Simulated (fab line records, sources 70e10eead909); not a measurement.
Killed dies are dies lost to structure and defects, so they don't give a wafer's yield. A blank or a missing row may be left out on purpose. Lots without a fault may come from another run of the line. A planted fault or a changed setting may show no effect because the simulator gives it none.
Tool commonality check | flow nand_harc | 3 lots, 9 wafers sampled

WHY IT WAS OPENED
At NHARC_END_SORT_01 the reading killed_at_array is flagged on 3 of 3 lots. Wafers without a fault read 26, standard deviation 10.
Rule: a lot is flagged when every wafer of it that has a number lies more than 4 standard deviations from that mean, or none has a number. The other lots count as sound.

lot  | measured     | on        | killed_at_array, wafer by wafer | flag
L502 | day 22 10:38 | prober-01 | 675 675 675                     | FLAGGED
L504 | day 22 11:29 | prober-02 | 676 675 672                     | FLAGGED
L506 | day 23 01:52 | prober-01 | 671 670 675                     | FLAGGED
The numbers of the flagged lots are 674 on average: +648 against the usual, or +65 standard deviations.

WHICH TOOL RAN EACH LOT
The record holds 4 process steps before the reading, out of a route of 1159 steps. In each cell: the tool, then ch and the chambers that the sampled wafers went through, then the start.
lot  | flag    | NHARC_A_CONTACT_ETCH_112             | NHARC_A_CONTACT_ETCH_114             | NHARC_A_CONTACT_ETCH_118             | NHARC_A_CONTACT_ETCH_119
L502 | FLAGGED | har_cap_etch-03 ch 0,1, day 19 11:37 | har_cap_etch-03 ch 0,1, day 19 11:47 | har_cap_etch-03 ch 0,1, day 19 12:09 | har_cap_etch-03 ch 0,1, day 19 12:14
L504 | FLAGGED | har_cap_etch-01 ch 0,1, day 19 12:44 | har_cap_etch-01 ch 0,1, day 19 12:55 | har_cap_etch-01 ch 0,1, day 19 13:17 | har_cap_etch-01 ch 0,1, day 19 13:22
L506 | FLAGGED | har_cap_etch-02 ch 0,1, day 20 02:56 | har_cap_etch-02 ch 0,1, day 20 03:07 | har_cap_etch-02 ch 0,1, day 20 03:29 | har_cap_etch-02 ch 0,1, day 20 03:34
What these steps do:
- NHARC_A_CONTACT_ETCH_112: etches the open film in C4F8/O2/Ar, time 94 s, target depth 922 nm.
- NHARC_A_CONTACT_ETCH_114: etches the open film in C4F8/O2/Ar, time 94 s, target depth 922 nm.
- NHARC_A_CONTACT_ETCH_118: etches the open film in C4F8/O2/Ar, time 94 s, target depth 922 nm.
- NHARC_A_CONTACT_ETCH_119: etches the open film in C4F8/O2/Ar, time 94 s, target depth 922 nm.
- NHARC_END_SORT_01

FLAGGED OVER TOTAL, TOOL BY TOOL (the gauges that took the reading come last)
step                     | tool            | lots run | flagged | share of the flagged lots | sound lots run after its first flagged lot
NHARC_A_CONTACT_ETCH_112 | har_cap_etch-01 | 1        | 1       | some                      | 0
NHARC_A_CONTACT_ETCH_112 | har_cap_etch-02 | 1        | 1       | some                      | 0
NHARC_A_CONTACT_ETCH_112 | har_cap_etch-03 | 1        | 1       | some                      | 0
NHARC_A_CONTACT_ETCH_114 | har_cap_etch-01 | 1        | 1       | some                      | 0
NHARC_A_CONTACT_ETCH_114 | har_cap_etch-02 | 1        | 1       | some                      | 0
NHARC_A_CONTACT_ETCH_114 | har_cap_etch-03 | 1        | 1       | some                      | 0
NHARC_A_CONTACT_ETCH_118 | har_cap_etch-01 | 1        | 1       | some                      | 0
NHARC_A_CONTACT_ETCH_118 | har_cap_etch-02 | 1        | 1       | some                      | 0
NHARC_A_CONTACT_ETCH_118 | har_cap_etch-03 | 1        | 1       | some                      | 0
NHARC_A_CONTACT_ETCH_119 | har_cap_etch-01 | 1        | 1       | some                      | 0
NHARC_A_CONTACT_ETCH_119 | har_cap_etch-02 | 1        | 1       | some                      | 0
NHARC_A_CONTACT_ETCH_119 | har_cap_etch-03 | 1        | 1       | some                      | 0
NHARC_END_SORT_01        | prober-01       | 2        | 2       | some                      | 0
NHARC_END_SORT_01        | prober-02       | 1        | 1       | some                      | 0

WHAT THE TABLE ALLOWS
No row of the table ran every flagged lot.

WHAT THE SIMULATOR HAD PUT IN
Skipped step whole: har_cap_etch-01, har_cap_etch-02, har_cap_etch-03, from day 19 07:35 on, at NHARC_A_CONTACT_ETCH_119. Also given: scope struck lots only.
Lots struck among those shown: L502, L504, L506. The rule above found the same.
